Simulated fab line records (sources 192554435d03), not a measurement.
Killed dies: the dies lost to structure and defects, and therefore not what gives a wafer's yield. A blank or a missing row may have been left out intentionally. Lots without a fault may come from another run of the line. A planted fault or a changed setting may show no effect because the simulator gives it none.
fab line records	flow n5-finfet
record lots=9	wafers=24	last-day=17
route steps=1938 shown MOL_CONTACT_COAG@607 BEOL_M0_SAQP@635 BEOL_M4@1111 PASSIVATION@1936
lots that met no fault: from a run of the same line without faults
start-h: hours from the record's opening day to when the first of the lot's shown wafers began	wait-h: hours elapsed since this lot's preceding step	" the same as in the row above	L1.1+2: a single row standing in for several wafers	- no value, or no start was given	* or withheld: withheld	< > ~ a bound
route shown NAME@n: names a module that has steps shown in the file, with the first one's number in the route	usual: mean/standard deviation taken from wafers without a fault	same: alike in all rows	chamber/n: place in a boat	sites: per-site readings	_std_site: how widely they spread, as a standard deviation	_edge_site: the outer-site mean with the inner-site mean subtracted	radius-mm: how far each site lies from the wafer's centre	mask NAME#n: copy n	behind: the most recent tool/chamber to have shaped the wafer	hold: cause of the lot's hold/its duration in hours/its outcome	device: which transistor (n, p or np) failed to switch	end of line: at the end of the route, the tests of the same wafers	for a step that has no rows: nothing shown but its recipe	killed: dies lost to structure and defects at the first sort, not the wafer's yield	map: a wafer's dies, marking killed ones x, the rest . and places with no die _
set.NAME: the setting that was run; set.NAME@STEP: the one run at that earlier step	model.NAME: the simulator's own value behind a step, which no gauge read
a sample of lots followed through the steps of the route, with each step as a table and each wafer as a row
services: when a tool's chamber went out of use (start-h, in hours from the record's first day, below 0 if earlier), for how many hours, and the reason
## steps
# step N5_MOL_CONTACT_COAG_ETCH_66
# recipe chemistry=CF4	target=SiARC	target-depth-a=130	mask-material=CAR-EUV	time-s=21.7	ion-energy-ev=80	pressure-mtorr=40	source-w=545	bias-w=36	Ar_flow_sccm=100	cf4-flow-sccm=100	ends=cleared
# usual drypump-motor-current-A=6.0/0.37	etch-rf-on-time-s=21.8/0.3	oes-product-au=0.65/0.073	rf-vpp-V=184.4/1	showerhead-plenum-p-Torr=2.16/0.052	throttle-valve-pct=15.70/0.16
lot.wafer	tool	chamber	start-h	wait-h	drypump-motor-current-A	etch-rf-on-time-s	oes-product-au	rf-hours-counter-h	rf-vpp-V	showerhead-plenum-p-Torr	throttle-valve-pct
L546.3	rie-diel-01	3	108.20	0.0	6.1	21.2	0.77	30	185.1	2.18	15.62
L546.5	"	3	"	"	6.1	21.3	0.76	-	185.9	2.18	15.60
L546.6	"	0	"	"	6.4	21.6	0.80	-	185.4	2.28	15.58
L551.1	rie-diel-03	3	136.11	0.0	6.1	22.0	0.61	219	183.8	2.11	15.71
L551.2	"	1	"	"	6.0	21.8	0.59	235	182.6	2.12	15.96
L551.6	"	0	"	"	5.5	21.9	0.59	-	185.5	2.20	15.62
L554.1	rie-diel-03	2	162.46	0.0	5.8	22.5	0.61	176	184.2	2.13	15.75
L554.3	"	1	"	"	6.0	21.8	0.59	244	184.1	2.11	15.98
L554.5	"	1	"	"	6.0	21.6	0.58	-	186.1	2.11	15.99
L557.2	rie-diel-03	2	181.29	0.0	5.8	22.1	0.61	182	185.1	2.12	15.78
L557.4	"	2	"	"	5.8	22.1	0.61	-	184.6	2.13	15.78
L557.6	"	3	"	"	6.1	21.7	0.60	-	184.3	2.11	15.75
L562.2	rie-diel-01	2	216.57	0.0	5.9	22.1	0.63	160	183.4	2.14	15.51
L562.5	"	2	"	"	5.9	21.9	0.63	-	183.9	2.14	15.52
L563.4	rie-diel-01	1	217.89	0.0	6.6	21.7	0.61	214	184.4	2.12	15.93
L563.5	"	3	"	"	6.1	21.6	0.72	-	183.7	2.17	15.69
L564.2	rie-diel-01	2	224.80	0.0	5.8	22.2	0.63	163	184.1	2.14	15.53
L564.5	"	3	"	"	6.1	21.8	0.71	-	182.7	2.17	15.67
L566.2	rie-diel-04	3	230.70	0.0	6.1	21.5	0.79	17	184.7	2.11	15.30
L566.4	"	2	"	"	5.2	21.6	0.61	209	184.6	2.12	15.94
L566.6	"	0	"	"	5.4	22.2	0.59	-	183.4	2.11	15.68
L567.1	rie-diel-01	0	238.84	0.0	6.5	22.1	0.72	52	187.1	2.26	15.68
L567.2	"	2	"	"	5.9	21.8	0.63	168	185.3	2.14	15.52
L567.6	"	2	"	"	5.9	22.1	0.63	-	184.7	2.14	15.52
# step N5_MOL_CONTACT_COAG_ETCH_67
# recipe chemistry=N2/H2	target=SOC	target-depth-a=600	overetch-a=210	mask-material=SiARC	temp-c=40	time-s=101.2	ion-energy-ev=200	pressure-mtorr=30	source-w=840	bias-w=150	n2-flow-sccm=200	h2-flow-sccm=200
# usual drypump-motor-current-A=5.9/0.38	h2-flow-sccm=199.9/0.58	oes-product-au=0.64/0.065	rf-vpp-V=524.6/2	showerhead-plenum-p-Torr=2.57/0.064	throttle-valve-pct=17.94/0.14
lot.wafer	tool	chamber	start-h	wait-h	drypump-motor-current-A	h2-flow-sccm	oes-product-au	rf-hours-counter-h	rf-vpp-V	showerhead-plenum-p-Torr	throttle-valve-pct
L546.3	rie-diel-04	1	108.50	0.0	5.7	200.2	0.66	115	526.9	2.67	18.14
L546.5	"	1	"	"	5.7	200.4	0.66	-	526.9	2.67	18.12
L546.6	"	0	"	"	5.4	199.5	0.60	-	522.0	2.52	17.92
L551.1	rie-diel-03	3	136.40	0.0	6.1	200.9	0.59	219	523.9	2.51	17.89
L551.2	"	1	"	"	6.0	200.9	0.58	235	523.9	2.51	18.26
L551.6	"	3	"	"	6.1	200.6	0.59	-	523.4	2.51	17.89
L554.1	rie-diel-04	2	162.76	0.0	5.2	198.6	0.62	183	523.0	2.53	18.07
L554.3	"	0	"	"	5.4	200.3	0.59	221	522.8	2.52	17.95
L554.5	"	1	"	"	5.7	199.6	0.65	-	527.4	2.66	18.14
L557.2	rie-diel-03	0	182.17	0.0	5.5	200.6	0.58	226	525.2	2.62	17.85
L557.4	"	0	"	"	5.5	200.3	0.58	-	525.1	2.62	17.84
L557.6	"	2	"	"	5.8	199.4	0.60	-	523.2	2.54	17.99
L562.2	rie-diel-03	1	216.93	0.0	6.0	200.0	0.80	5	522.7	2.50	17.84
L562.5	"	2	"	"	5.8	199.7	0.59	-	522.8	2.53	18.02
L563.4	rie-diel-03	2	218.29	0.0	5.8	199.8	0.59	-	523.2	2.53	18.01
L563.5	"	1	"	"	6.0	199.4	0.79	-	523.5	2.50	17.83
L564.2	rie-diel-01	0	225.20	0.0	6.4	199.7	0.71	47	528.5	2.69	17.91
L564.5	"	3	"	"	6.1	200.4	0.70	-	524.2	2.57	17.94
L566.2	rie-diel-01	2	230.99	0.0	5.9	200.1	0.61	165	521.7	2.54	17.79
L566.4	"	0	"	"	6.5	199.2	0.71	-	527.6	2.69	17.90
L566.6	"	2	"	"	5.9	199.1	0.61	-	523.1	2.54	17.78
L567.1	rie-diel-04	1	239.13	0.0	5.7	201.1	0.63	161	525.8	2.65	18.19
L567.2	"	2	"	"	5.1	200.1	0.60	212	524.0	2.51	18.13
L567.6	"	3	"	"	6.0	200.2	0.76	-	522.9	2.49	17.66
# step N5_MOL_CONTACT_COAG_CMP_52
# recipe stop-on=SiO2	t-overpolish-s=1.5	post-cmp-clean=w-dilute-nh4oh	down-force-psi=4	platen-rpm=50.289	pad-velocity-m-s=1.0006	target-thk-nm=66.5
# usual head-pressure-psi=4.001/0.0087	motor-current-A=12.2/1.3	overpolish-run-s=1.500/0.0097	slurry-filter-dp-kPa=13.50/0.16	time-to-endpoint-s=13.5/1.9
lot.wafer	tool	chamber	start-h	wait-h	head-pressure-psi	motor-current-A	overpolish-run-s	slurry-filter-dp-kPa	time-to-endpoint-s
L546.3	cmp-03	0	109.80	0.1	4.021	13.2	1.500	13.07	13.0
L546.5	"	3	"	"	3.998	13.0	1.498	13.57	13.5
L546.6	"	0	"	"	4.002	12.9	1.514	13.45	14.7
L551.2	cmp-03	1	137.66	0.0	4.004	10.3	1.492	13.44	11.9
L551.1	"	0	"	"	4.001	12.9	1.501	13.48	12.6
L551.6	"	2	"	"	3.992	10.6	1.500	13.53	14.5
L554.3	cmp-04	2	163.69	0.0	4.004	11.5	1.491	13.63	9.3
L554.1	"	1	"	"	4.017	14.3	1.473	13.24	13.5
L554.5	"	2	"	"	4.004	10.7	1.488	13.49	9.3
L557.2	cmp-01	2	183.14	0.1	3.989	14.1	1.499	13.45	14.5
L557.4	"	0	"	"	3.993	12.4	1.502	13.40	13.2
L557.6	"	2	"	"	3.987	13.6	1.500	13.96	12.1
L562.2	cmp-03	1	218.04	0.1	4.005	10.1	1.499	13.63	13.7
L562.5	"	2	"	"	4.002	11.1	0.046	13.77	26.0
L563.4	cmp-03	0	219.32	0.1	4.000	13.3	1.503	13.58	14.3
L563.5	"	2	"	"	4.001	10.8	0.047	13.71	26.0
L564.2	cmp-03	2	226.17	0.1	3.993	11.2	1.500	13.68	12.3
L564.5	"	1	"	"	4.006	10.4	0.028	13.33	26.0
L566.2	cmp-04	0	231.92	0.0	4.018	10.3	1.503	13.28	12.1
L566.4	"	3	"	"	4.007	12.0	1.498	13.59	14.6
L566.6	"	0	"	"	4.014	11.0	1.495	13.59	14.3
L567.2	cmp-04	0	240.18	0.1	3.991	11.0	1.496	13.51	15.0
L567.1	"	2	"	"	4.007	10.9	1.503	13.55	13.6
L567.6	"	3	"	"	4.002	11.8	1.506	13.33	15.3
# step N5_MOL_CONTACT_COAG_INSPECT_97
# recipe inspect-instrument=darkfield	mode=post-anneal
# usual raw-defect-count=46/16
lot.wafer	tool	chamber	start-h	wait-h	raw-defect-count
L546.3	defect-inspect-02	-	113.15	0.1	65
L546.5	"	-	"	"	41
L546.6	"	-	"	"	45
L551.1	defect-inspect-01	-	141.00	0.0	54
L551.2	"	-	"	"	49
L551.6	"	-	"	"	93
L554.1	defect-inspect-01	-	169.71	0.0	33
L554.3	"	-	"	"	52
L554.5	"	-	"	"	31
L557.2	defect-inspect-02	-	186.48	0.1	59
L557.4	"	-	"	"	67
L557.6	"	-	"	"	55
L562.2	defect-inspect-01	-	221.29	0.0	65
L562.5	"	-	"	"	1042
L563.4	defect-inspect-01	-	224.33	0.1	33
L563.5	"	-	"	"	1199
L564.2	defect-inspect-02	-	229.50	0.0	37
L564.5	"	-	"	"	985
L566.2	defect-inspect-02	-	235.51	0.1	55
L566.4	"	-	"	"	41
L566.6	"	-	"	"	50
L567.1	defect-inspect-02	-	243.49	0.0	37
L567.2	"	-	"	"	38
L567.6	"	-	"	"	61
# step N5_BEOL_M0_SAQP_PECVD_03
# recipe material=SiCN	target-thk-a=120	temp-c=withheld	precursor=3MS/NH3	pressure-torr=3	rf-w=202	time-s=21.1
# usual showerhead-plenum-p-Torr=3.659/0.011	throttle-valve-pct=9.0/0.43
lot.wafer	tool	chamber	start-h	wait-h	showerhead-plenum-p-Torr	throttle-valve-pct
L546.3	pecvd-03	2	114.64	0.1	3.652	8.9
L546.5	"	0	"	"	3.659	9.0
L546.6	"	2	"	"	3.653	8.5
L551.1	pecvd-03	2	142.44	0.1	3.646	8.8
L551.2	"	0	"	"	3.674	9.0
L551.6	"	0	"	"	3.660	8.8
L554.1	pecvd-04	0	170.97	0.1	3.652	8.8
L554.3	"	1	"	"	3.656	9.5
L554.5	"	2	"	"	3.678	9.6
L557.2	pecvd-03	2	187.40	0.1	3.647	8.7
L557.4	"	1	"	"	3.666	8.6
L557.6	"	0	"	"	3.656	9.0
L562.2	pecvd-04	0	222.40	0.1	3.653	8.8
L563.4	pecvd-02	1	225.16	0.1	3.670	9.4
L564.2	pecvd-04	0	230.08	0.1	3.661	9.1
L566.2	pecvd-02	1	236.80	0.1	3.684	9.5
L566.4	"	1	"	"	3.671	9.4
L566.6	"	2	"	"	3.674	8.4
L567.1	pecvd-02	2	247.04	0.1	3.661	8.1
L567.2	"	1	"	"	3.677	9.5
L567.6	"	0	"	"	3.640	9.4
# step N5_BEOL_M4_RC_MEAS_101
# usual DIBL_N=36.3/1.2	DIBL_P=36.7/1.5	IOFF_N=0.164/0.02	IOFF_P=0.214/0.024	ION_N=673/8.5	ION_P=461/5.9	SS_N=71.6/0.44	SS_P=73.3/0.55	VT_N=249.4/2.4	VT_P=-250.0/2.3
lot.wafer	tool	chamber	start-h	wait-h	DIBL_N[mV/V]	DIBL_P[mV/V]	IOFF_N[nA/um]	IOFF_P[nA/um]	ION_N[uA/um]	ION_P[uA/um]	SS_N[mV/dec]	SS_P[mV/dec]	VT_N[mV]	VT_P[mV]
L546.3	prober-02	0	172.04	0.3	36.6	35.3	0.157	0.211	666	463	71.3	72.8	249.4	-248.3
L546.5	"	0	"	"	36.5	34.2	0.150	0.201	667	459	72.1	73.1	252.6	-251.7
L546.6	"	0	"	"	37.0	35.8	0.172	0.227	672	464	71.7	73.0	248.8	-248.0
L551.1	prober-01	0	203.66	0.0	36.4	36.7	0.144	0.225	652	459	70.8	73.0	252.7	-248.0
L551.2	"	0	"	"	33.3	33.2	0.112	0.173	676	465	70.8	71.9	254.2	-249.8
L551.6	"	0	"	"	35.5	35.5	0.134	0.205	669	464	71.2	72.8	252.9	-250.0
L554.1	prober-01	0	232.24	0.0	36.3	37.8	0.171	0.235	689	472	71.7	73.8	245.1	-249.2
L554.3	"	0	"	"	36.8	38.2	0.169	0.243	678	466	71.7	72.6	248.6	-249.1
L554.5	"	0	"	"	36.5	37.6	0.159	0.227	676	464	71.7	73.7	250.6	-249.4
L557.2	prober-02	0	247.90	0.2	37.8	36.6	0.164	0.201	673	456	71.4	73.5	248.8	-251.1
L557.4	"	0	"	"	36.2	35.0	0.148	0.183	663	451	71.5	73.3	250.9	-253.0
L557.6	"	0	"	"	37.2	35.5	0.161	0.202	663	451	72.0	73.1	250.2	-249.0
L563.4	prober-01	0	281.43	0.5	32.4	33.5	0.114	0.160	662	455	71.1	72.2	254.5	-253.9
L562.2	prober-02	0	283.00	0.2	35.6	36.9	0.173	0.209	675	461	72.3	73.1	249.2	-250.9
L564.2	prober-01	0	286.63	0.2	35.7	35.6	0.168	0.209	691	464	71.4	73.6	247.4	-251.4
L566.2	prober-01	0	300.19	0.2	36.0	36.4	0.163	0.219	675	461	71.3	73.2	246.9	-248.3
L566.4	"	0	"	"	37.5	38.9	0.194	0.256	671	460	71.9	73.7	245.0	-248.7
L566.6	"	0	"	"	36.9	38.2	0.180	0.244	674	465	71.4	73.9	247.3	-248.9
L567.1	prober-02	0	302.79	0.0	38.4	38.8	0.186	0.236	677	466	71.4	73.5	249.3	-249.4
L567.2	"	0	"	"	39.1	39.1	0.205	0.240	685	467	72.2	73.5	246.7	-248.1
L567.6	"	0	"	"	37.7	37.5	0.175	0.207	684	463	71.6	72.5	248.6	-252.9
# step N5_PASSIVATION_PROBE_49
# usual defect-limited-yield=91.2/1.5	killed_at_M0_to_M3=35/11	killed_at_M4_up=13/5.6	killed-at-contacts=13/6.3	killed-at-front-end=38/12	killed-at-other=3.7/2.9	killed-dies=104/18	killed-on-rim=14/3.8	killed-open=69/13	killed-short=34/8.3	sort_bin_5_function=5.2/0.95	sort_bin_6_memory=3.3/0.68	sort-n-pass=1076/18	sort-yield-pct=91.2/1.5
# same gross-dies=1180	killed-at-back-side=0	sort_bin_4_leakage[%]=0	sort_bin_8_speed[%]=0
lot.wafer	tool	chamber	start-h	wait-h	defect-limited-yield[%]	killed_at_M0_to_M3	killed_at_M4_up	killed-at-contacts	killed-at-front-end	killed-at-other	killed-dies	killed-on-rim	killed-open	killed-short	sort_bin_5_function[%]	sort_bin_6_memory[%]	sort-n-pass	sort-yield-pct[%]
L546.3	prober-01	-	286.11	0.1	91.9	36	13	18	29	0	96	15	64	29	4.8	3.1	1084	91.9
L546.5	prober-01	-	286.21	0.2	91.0	48	13	17	24	4	106	13	73	33	5.4	3.0	1074	91.0
L546.6	prober-01	-	286.26	0.3	91.1	42	21	11	25	6	105	23	78	23	5.4	3.2	1075	91.1
L551.1	prober-01	-	305.57	0.0	91.0	31	12	11	42	10	106	17	77	29	5.8	3.2	1074	91.0
L551.2	prober-01	-	305.62	0.1	92.2	38	16	8	21	9	92	15	65	24	4.0	3.5	1088	92.2
L551.6	prober-01	-	305.82	0.3	93.1	36	15	4	22	5	82	9	52	25	4.2	2.7	1098	93.1
L554.1	prober-01	-	338.14	0.2	91.7	32	12	11	43	0	98	12	68	30	4.7	3.4	1082	91.7
L554.3	prober-01	-	338.24	0.3	90.9	53	1	10	41	2	107	14	79	27	5.2	3.7	1073	90.9
L554.5	prober-01	-	338.34	0.4	92.0	33	4	9	46	2	94	11	56	37	4.1	3.6	1086	92.0
L557.2	prober-01	-	349.91	0.1	93.1	34	12	0	33	2	81	7	57	23	4.4	1.9	1099	93.1
L557.4	prober-01	-	350.01	0.2	87.1	42	20	12	76	2	152	9	107	42	7.8	5.0	1028	87.1
L557.6	prober-01	-	350.11	0.3	88.7	52	24	15	39	3	133	13	85	48	6.6	4.2	1047	88.7
L562.2	prober-02	-	383.74	0.1	91.4	33	8	21	37	2	101	17	62	37	4.4	3.3	1079	91.4
L562.5	prober-02	-	383.89	0.2	8.2	23	16	1015	27	2	1083	59	59	26	4.3	2.9	97	8.2
L564.2	prober-01	-	393.61	0.1	90.7	56	13	8	31	2	110	18	79	30	5.5	3.5	1070	90.7
L564.5	prober-01	-	393.76	0.2	25.0	61	16	767	35	6	885	17	90	37	5.8	4.7	295	25.0
L563.4	prober-02	-	394.32	0.2	90.4	42	23	24	21	3	113	11	76	36	5.8	3.4	1067	90.4
L563.5	prober-02	-	394.37	0.2	0	54	24	1069	32	1	1180	152	95	40	7.1	4.2	0	0
L566.2	prober-01	-	409.89	0.1	89.3	46	11	18	49	2	126	17	90	32	6.4	3.6	1054	89.3
L566.4	prober-01	-	409.99	0.2	91.1	37	12	13	37	6	105	16	68	33	5.6	3.2	1075	91.1
L566.6	prober-01	-	410.09	0.3	91.7	25	14	14	43	2	98	15	66	30	4.7	3.0	1082	91.7
L567.1	prober-02	-	410.79	0.0	92.5	26	13	4	45	0	88	10	63	25	4.1	3.1	1092	92.5
L567.2	prober-02	-	410.84	0.1	90.3	38	15	11	49	2	115	13	57	57	4.7	4.3	1065	90.3
L567.6	prober-02	-	411.04	0.3	91.0	32	16	6	47	5	106	10	75	30	4.4	4.1	1074	91.0
# killed by level:class
L546.3 MOL_CONTACT_COAG:geometric-particle:open=14 BEOL_M1:geometric-particle:open=10 BEOL_M0_SAQP:geometric-particle:open=9 FIN_SAQP:geometric-particle:short=6 BEOL_M4:geometric-particle:open=6 DUMMY_GATE:geometric-particle:open=5 BEOL_M0_SAQP:geometric-particle:short=5 STARTING-WAFER:geometric-particle:open=4
L546.5 BEOL_M0_SAQP:geometric-particle:open=15 MOL_CONTACT_COAG:geometric-particle:open=13 BEOL_M1:geometric-particle:open=12 BEOL_M0_SAQP:geometric-particle:short=6 STI_FIN_REVEAL:geometric-particle:open=5 BEOL_M3:geometric-particle:open=5 MOL_CONTACT_COAG:geometric-particle:short=4 FIN_SAQP:geometric-particle:open=3
L546.6 BEOL_M1:geometric-particle:open=15 BEOL_M4:geometric-particle:open=10 MOL_CONTACT_COAG:geometric-particle:open=9 BEOL_M0_SAQP:geometric-particle:open=7 STI_FIN_REVEAL:geometric-particle:open=5 BEOL_M8:geometric-particle:open=5 FIN_SAQP:geometric-particle:short=4 BEOL_M3:geometric-particle:open=4
L551.1 STI_FIN_REVEAL:geometric-particle:open=11 MOL_CONTACT_COAG:geometric-particle:open=10 FIN_SAQP:geometric-particle:short=8 BEOL_M0_SAQP:geometric-particle:short=6 BEOL_M7:geometric-particle:open=6 BEOL_M0_SAQP:geometric-particle:open=5 BEOL_M3:geometric-particle:open=5 STARTING-WAFER:geometric-particle:open=5
L551.2 BEOL_M0:geometric-particle:open=10 BEOL_M0_SAQP:geometric-particle:open=9 MOL_CONTACT_COAG:geometric-particle:open=7 BEOL_M1:geometric-particle:open=7 BEOL_M8:geometric-particle:open=4 BEOL_M4:geometric-particle:open=4 STARTING-WAFER:geometric-particle:open=4 STI_FIN_REVEAL:geometric-particle:open=3
L551.6 BEOL_M0_SAQP:geometric-particle:short=7 BEOL_M0:geometric-particle:open=6 BEOL_M2:geometric-particle:open=6 BEOL_M3:geometric-particle:open=5 MOL_CONTACT_COAG:geometric-particle:open=4 BEOL_M0_SAQP:geometric-particle:open=4 BEOL_M7:geometric-particle:open=4 BEOL_M8:geometric-particle:open=4
L554.1 STI_FIN_REVEAL:geometric-particle:open=10 MOL_CONTACT_COAG:geometric-particle:open=10 BEOL_M1:geometric-particle:open=9 GATE_CUT:geometric-particle:open=8 GATE_CUT:geometric-particle:short=7 BEOL_M2:geometric-particle:open=7 BEOL_M0_SAQP:geometric-particle:short=6 BEOL_M7:geometric-particle:open=4
L554.3 STI_FIN_REVEAL:geometric-particle:open=16 BEOL_M0_SAQP:geometric-particle:open=13 BEOL_M2:geometric-particle:open=12 BEOL_M0_SAQP:geometric-particle:short=9 BEOL_M1:geometric-particle:open=8 FIN_SAQP:geometric-particle:open=7 MOL_CONTACT_COAG:geometric-particle:open=6 BEOL_M3:geometric-particle:open=6
L554.5 STI_FIN_REVEAL:geometric-particle:open=10 FIN_SAQP:geometric-particle:open=9 FIN_SAQP:geometric-particle:short=9 BEOL_M2:geometric-particle:open=8 STI_FIN_REVEAL:geometric-particle:short=5 BEOL_M0:geometric-particle:open=5 MOL_CONTACT_COAG:geometric-particle:open=5 BEOL_M1:geometric-particle:open=5
L557.2 BEOL_M0_SAQP:geometric-particle:open=15 FIN_SAQP:geometric-particle:open=8 FIN_SAQP:geometric-particle:short=5 BEOL_M2:geometric-particle:open=5 GATE_CUT:geometric-particle:short=4 BEOL_M0_SAQP:geometric-particle:short=4 DUMMY_GATE:geometric-particle:open=3 BEOL_M0:geometric-particle:open=3
L557.4 FIN_SAQP:geometric-particle:open=32 FIN_SAQP:geometric-particle:short=21 BEOL_M0_SAQP:geometric-particle:open=15 MOL_CONTACT_COAG:geometric-particle:open=11 BEOL_M0_SAQP:geometric-particle:short=9 BEOL_M4:geometric-particle:open=8 GATE_CUT:geometric-particle:open=7 STI_FIN_REVEAL:geometric-particle:open=6
L557.6 MOL_CONTACT_COAG:geometric-particle:open=12 BEOL_M0_SAQP:geometric-particle:short=11 BEOL_M0_SAQP:geometric-particle:open=11 BEOL_M4:geometric-particle:open=11 BEOL_M1:geometric-particle:open=8 BEOL_M2:geometric-particle:open=7 BEOL_M3:geometric-particle:open=7 STI_FIN_REVEAL:geometric-particle:open=5
L562.2 MOL_CONTACT_COAG:geometric-particle:open=19 BEOL_M3:geometric-particle:open=10 GATE_CUT:geometric-particle:short=7 FIN_SAQP:geometric-particle:short=6 BEOL_M1:geometric-particle:open=6 BEOL_M0_SAQP:geometric-particle:short=5 BEOL_M0_SAQP:geometric-particle:open=5 FIN_SAQP:geometric-particle:open=4
L562.5 MOL_CONTACT_COAG:area-cmp=997 MOL_CONTACT_COAG:geometric-particle:open=13 BEOL_M3:geometric-particle:open=8 STI_FIN_REVEAL:geometric-particle:open=5 BEOL_M2:geometric-particle:open=5 MOL_CONTACT_COAG:geometric-particle:short=5 BEOL_M5:geometric-particle:open=5 FIN_SAQP:geometric-particle:short=4
L564.2 BEOL_M3:geometric-particle:open=13 BEOL_M2:geometric-particle:open=12 MOL_CONTACT_COAG:geometric-particle:open=8 BEOL_M0_SAQP:geometric-particle:open=7 BEOL_M0_SAQP:geometric-particle:short=7 BEOL_M1:geometric-particle:open=6 FIN_SAQP:geometric-particle:open=5 BEOL_M7:geometric-particle:open=5
L564.5 MOL_CONTACT_COAG:area-cmp=758 BEOL_M3:geometric-particle:open=12 BEOL_M1:geometric-particle:open=11 STI_FIN_REVEAL:geometric-particle:open=10 BEOL_M0_SAQP:geometric-particle:open=10 BEOL_M2:geometric-particle:open=10 MOL_CONTACT_COAG:geometric-particle:open=9 BEOL_M0_SAQP:geometric-particle:short=9
L563.4 MOL_CONTACT_COAG:geometric-particle:open=17 BEOL_M0_SAQP:geometric-particle:open=10 BEOL_M4:geometric-particle:open=10 STI_FIN_REVEAL:geometric-particle:open=9 BEOL_M0_SAQP:geometric-particle:short=9 MOL_CONTACT_COAG:geometric-particle:short=7 BEOL_M2:geometric-particle:open=7 BEOL_M3:geometric-particle:open=6
L563.5 MOL_CONTACT_COAG:area-cmp=1044 MOL_CONTACT_COAG:geometric-particle:open=22 BEOL_M0_SAQP:geometric-particle:short=17 BEOL_M4:geometric-particle:open=16 BEOL_M0_SAQP:geometric-particle:open=13 STI_FIN_REVEAL:geometric-particle:open=11 BEOL_M3:geometric-particle:open=9 BEOL_M1:geometric-particle:open=6
L566.2 MOL_CONTACT_COAG:geometric-particle:open=14 FIN_SAQP:geometric-particle:open=11 BEOL_M0_SAQP:geometric-particle:open=11 STI_FIN_REVEAL:geometric-particle:open=10 BEOL_M0:geometric-particle:open=7 BEOL_M2:geometric-particle:open=7 BEOL_M0_SAQP:geometric-particle:short=6 DUMMY_GATE:geometric-particle:open=5
L566.4 MOL_CONTACT_COAG:geometric-particle:open=12 FIN_SAQP:geometric-particle:open=9 BEOL_M0_SAQP:geometric-particle:open=9 FIN_SAQP:geometric-particle:short=8 BEOL_M3:geometric-particle:open=6 BEOL_M0_SAQP:geometric-particle:short=5 BEOL_M1:geometric-particle:open=5 STI_FIN_REVEAL:geometric-particle:open=4
L566.6 FIN_SAQP:geometric-particle:open=11 FIN_SAQP:geometric-particle:short=9 MOL_CONTACT_COAG:geometric-particle:open=9 STI_FIN_REVEAL:geometric-particle:open=8 BEOL_M1:geometric-particle:open=7 BEOL_M3:geometric-particle:open=6 GATE_CUT:geometric-particle:short=5 MOL_CONTACT_COAG:geometric-particle:short=5
L567.1 FIN_SAQP:geometric-particle:open=14 FIN_SAQP:geometric-particle:short=8 STI_FIN_REVEAL:geometric-particle:open=8 BEOL_M0_SAQP:geometric-particle:open=7 BEOL_M4:geometric-particle:open=7 BEOL_M3:geometric-particle:open=6 BEOL_M0_SAQP:geometric-particle:short=5 GATE_CUT:geometric-particle:short=4
L567.2 FIN_SAQP:geometric-particle:short=18 BEOL_M0_SAQP:geometric-particle:short=16 BEOL_M0_SAQP:geometric-particle:open=10 MOL_CONTACT_COAG:geometric-particle:open=8 FIN_SAQP:geometric-particle:open=7 STARTING-WAFER:geometric-particle:short=6 STI_FIN_REVEAL:geometric-particle:open=5 BEOL_M3:geometric-particle:open=4
L567.6 FIN_SAQP:geometric-particle:open=17 BEOL_M0_SAQP:geometric-particle:short=8 FIN_SAQP:geometric-particle:short=7 STI_FIN_REVEAL:geometric-particle:open=7 BEOL_M1:geometric-particle:open=7 BEOL_M4:geometric-particle:open=7 GATE_CUT:geometric-particle:short=6 MOL_CONTACT_COAG:geometric-particle:open=6
## services
tool	chamber	start-h	hours	kind
cmp-03	-	85.83	1.8	repair
rie-diel-03	3	90.78	8.7	repair
pecvd-02	0	92.22	3.7	repair
pecvd-04	-	112.14	0.4	repair
rie-diel-03	2	120.65	6.2	repair
rie-diel-01	1	121.10	5.2	repair
cmp-03	-	125.52	2.4	repair
pecvd-04	-	140.80	0.6	repair
rie-diel-03	0	155.80	6.7	repair
cmp-04	-	166.09	6.3	pm
cmp-03	-	166.54	26.7	pm
pecvd-03	2	166.60	19.3	repair
pecvd-04	-	172.05	0.9	repair
cmp-04	-	174.50	1.8	repair
rie-diel-03	1	180.59	-	clean
rie-diel-03	1	180.59	-	consumable-replace:focus-ring
rie-diel-03	1	180.59	22.5	scheduled-down
rie-diel-03	1	180.59	22.5	vent-cycle
cmp-04	-	212.57	4.0	pm
rie-diel-03	3	213.59	-	clean
rie-diel-03	3	213.59	-	consumable-replace:focus-ring
rie-diel-01	1	228.63	16.2	repair
rie-diel-03	-	239.55	1.0	repair
pecvd-02	1	242.54	2.1	repair
## key
first-sign step=N5_MOL_CONTACT_COAG_CMP_52	reading=overpolish-run-s	direction=down	sigmas=99+	usual=1.500	struck=0.040
effect step=N5_MOL_CONTACT_COAG_CMP_52	reading=time-to-endpoint-s	direction=up	sigmas=6.6	usual=*	struck=*
effect step=N5_MOL_CONTACT_COAG_INSPECT_97	reading=raw-defect-count	direction=up	sigmas=63	usual=46	struck=1075
effect step=N5_PASSIVATION_PROBE_49	reading=killed-at-contacts	direction=up	sigmas=99+	usual=13	struck=950
more-kills-born-at N5_MOL_CONTACT_COAG_CMP_52@cmp-03=2799
met-at N5_MOL_CONTACT_COAG_CMP_52
struck-lots L562,L563,L564
struck-wafers L562.5,L563.5,L564.5
later-rows-left-out L562.5,L563.5,L564.5
not-acting-at N5_MOL_CONTACT_COAG_ETCH_66,N5_MOL_CONTACT_COAG_ETCH_67,N5_BEOL_M0_SAQP_PECVD_03
onset-between 137.66 218.04
fault kind=process-parameter-drift	tool=cmp-03	chamber=-	onset-h=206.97	steps=N5_MOL_CONTACT_COAG_CMP_52	channel=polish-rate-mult	offset=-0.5	shape=step	end-h=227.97	scope=struck-wafers-only
# later-rows-left-out: the simulator's readings of these wafers behind a module that went badly wrong aren't trusted and aren't shown, but for the sort
